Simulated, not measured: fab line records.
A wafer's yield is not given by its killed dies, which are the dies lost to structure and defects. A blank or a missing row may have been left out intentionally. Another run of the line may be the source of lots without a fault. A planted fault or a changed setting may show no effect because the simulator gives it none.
Which of the tools did it? :: flow nand harc :: 6 lots (18 wafers sampled), 1 step of a 1302-step route

WHAT THE GAUGES READ, wafer by wafer
NHARC_P_GATE_CD_MEAS_33.
lot: L433
measured: day 5 08:12
on: cd sem-01
cd nm (nm): 121.2 120.0 122.2

lot: L435
measured: day 6 10:54
on: cd sem-03
cd nm (nm): 119.8 122.2 123.4

lot: L441
measured: day 8 14:37
on: cd sem-02
cd nm (nm): 119.2 121.2 121.2

lot: L451
measured: day 13 02:46
on: cd sem-01
cd nm (nm): 120.3 121.1 121.8

lot: L452
measured: day 13 19:19
on: cd sem-01
cd nm (nm): 121.5 121.0 117.8

lot: L455
measured: day 14 13:28
on: cd sem-02
cd nm (nm): 116.5 122.6 118.5

TOOL THAT RAN EACH LOT (tool first, then ch and the chambers of the sampled wafers, then the start)
The record holds no process step before these readings.

THE ANSWER, worked out from the rows above alone
Rule: the lots themselves supply what counts as usual. The widest of any qualifying gaps counts: lots, ordered by their means at a reading, are off when they make up no more than a third of the lots, leave a main group of 4 or more, and stand apart from it by 3 or more times the standard deviation of that group's means. If all means in a main group match to the digits the tables above print for the reading, that group is not used. Also off: a lot with no number at a reading for which 4 or more lots have one. Where the step has rows for the other lots, those lots are counted as sound.
No lot is off on any of the readings shown, so nothing can be concluded from this.

WHAT THE SIMULATOR HAD PUT IN
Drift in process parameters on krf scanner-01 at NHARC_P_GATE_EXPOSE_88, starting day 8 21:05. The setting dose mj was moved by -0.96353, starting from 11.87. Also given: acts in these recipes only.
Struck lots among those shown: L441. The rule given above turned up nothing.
